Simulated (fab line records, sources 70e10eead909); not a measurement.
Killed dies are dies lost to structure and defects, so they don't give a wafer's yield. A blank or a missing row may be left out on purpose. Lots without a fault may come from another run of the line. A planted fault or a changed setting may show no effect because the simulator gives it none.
Which tool did it? | flow nand_harc | 10 lots, 30 wafers sampled, at 5 steps of a route of 1159

WHAT THE GAUGES READ, wafer by wafer
NHARC_A_CHANNEL_HOLE_D1_CD_MEAS_30.
lot  | measured     | on        | cd_nm (nm)
L075 | day 9 03:25  | cd_sem-01 | 88.0 91.6 90.6
L078 | day 9 17:04  | cd_sem-03 | 90.2 87.8 90.9
L080 | day 9 13:31  | cd_sem-02 | 93.6 92.2 89.7
L082 | day 10 10:26 | cd_sem-02 | 93.0 92.1 92.2
L084 | day 11 05:37 | cd_sem-03 | 87.6 84.2 88.4
L086 | day 12 07:46 | cd_sem-01 | 91.1 91.8 92.2
L089 | day 12 15:26 | cd_sem-01 | 88.7 91.3 87.9
L091 | day 13 04:09 | cd_sem-03 | 92.3 90.3 89.0
L093 | day 13 09:41 | cd_sem-03 | 88.2 88.4 90.2
L096 | day 13 19:22 | cd_sem-02 | 89.4 87.8 87.6

WHICH TOOL RAN EACH LOT (tool, then ch and the chambers of the sampled wafers, then the start)
lot  | NHARC_P_BONDPAD_ETCH_12                       | NHARC_P_BONDPAD_ACTIVATE_29        | NHARC_A_ZERO_WELL_ETCH_19          | NHARC_A_CHANNEL_HOLE_D1_ETCH_33
L075 | rie_diel-09 ch 1,2,3, day 7 03:55 or earlier  | rie_diel-09 ch 0,2,3, day 7 03:55  | rie_diel-03 ch 0,2,3, day 7 05:25  | har_etch-01 ch 0,1, day 9 01:52
L078 | rie_diel-09 ch 1,2, day 7 12:39 or earlier    | rie_diel-09 ch 0,3, day 7 12:39    | rie_diel-06 ch 0,1, day 7 14:08    | har_etch-02 ch 0,1, day 9 15:33
L080 | rie_diel-09 ch 1,2,3, day 7 14:26 or earlier  | rie_diel-09 ch 0,1, day 7 14:26    | rie_diel-03 ch 0,2,3, day 7 15:56  | har_etch-01 ch 0,1, day 9 11:58
L082 | rie_diel-09 ch 0,2,3, day 8 15:02 or earlier  | rie_diel-09 ch 1,2,3, day 8 15:02  | rie_diel-06 ch 0,2,3, day 8 16:31  | har_etch-02 ch 0,1, day 10 08:53
L084 | rie_diel-09 ch 1,2, day 8 22:46 or earlier    | rie_diel-09 ch 1,2,3, day 8 22:46  | rie_diel-06 ch 0,3, day 9 00:08    | har_etch-01 ch 0,1, day 11 03:42
L086 | rie_diel-11 ch 0,3, day 10 08:17 or earlier   | rie_diel-09 ch 0,1,3, day 10 08:17 | rie_diel-10 ch 2,3, day 10 09:46   | har_etch-01 ch 0,1, day 12 06:17
L089 | rie_diel-11 ch 2,3, day 10 14:53 or earlier   | rie_diel-01 ch 1,2,3, day 10 14:53 | rie_diel-10 ch 0,1, day 10 16:14   | har_etch-02 ch 0,1, day 12 13:47
L091 | rie_diel-09 ch 0,1,2, day 10 22:08 or earlier | rie_diel-09 ch 1,2,3, day 10 22:08 | rie_diel-10 ch 0,1,3, day 10 23:39 | har_etch-01 ch 0,1, day 13 02:15
L093 | rie_diel-09 ch 0,1,2, day 11 04:52 or earlier | rie_diel-11 ch 0,1,2, day 11 04:52 | rie_diel-03 ch 0,1,3, day 11 06:13 | har_etch-01 ch 0,1, day 13 08:08
L096 | rie_diel-01 ch 0,2,3, day 11 21:13 or earlier | rie_diel-11 ch 0,1,3, day 11 21:13 | rie_diel-06 ch 0,1,2, day 11 22:44 | har_etch-02 ch 0,1, day 13 17:52
- NHARC_P_BONDPAD_ETCH_12: etches the open film in CHF3/O2, target depth 200 nm, time 100 s.
- NHARC_P_BONDPAD_ACTIVATE_29: chemistry N2, time 60 s.
- NHARC_A_ZERO_WELL_ETCH_19: etches the open film in N2/H2, target depth 80 nm, overetch 24 nm, time 87.88 s.
- NHARC_A_CHANNEL_HOLE_D1_ETCH_33: etches the open film in C4F8/O2/Ar, time 90 s, target depth 400 nm.

THE ANSWER, worked out from the rows above alone
Rule: what is usual is taken from the lots themselves. Put in order of their means at a reading, lots are off if they are a third of the lots or fewer, leave a main group of 4 or more, and stand apart from it by a gap of 3 or more times the standard deviation of the main group's means; of several such gaps the widest counts. A main group whose means are all the same, to the digits that the tables above print for the reading, isn't used. A lot without any number at a reading at which 4 lots or more have one is off too. The other lots that the step has rows for count as sound.
No lot is off at any reading shown: from this, nothing can be told.

WHAT THE SIMULATOR HAD PUT IN
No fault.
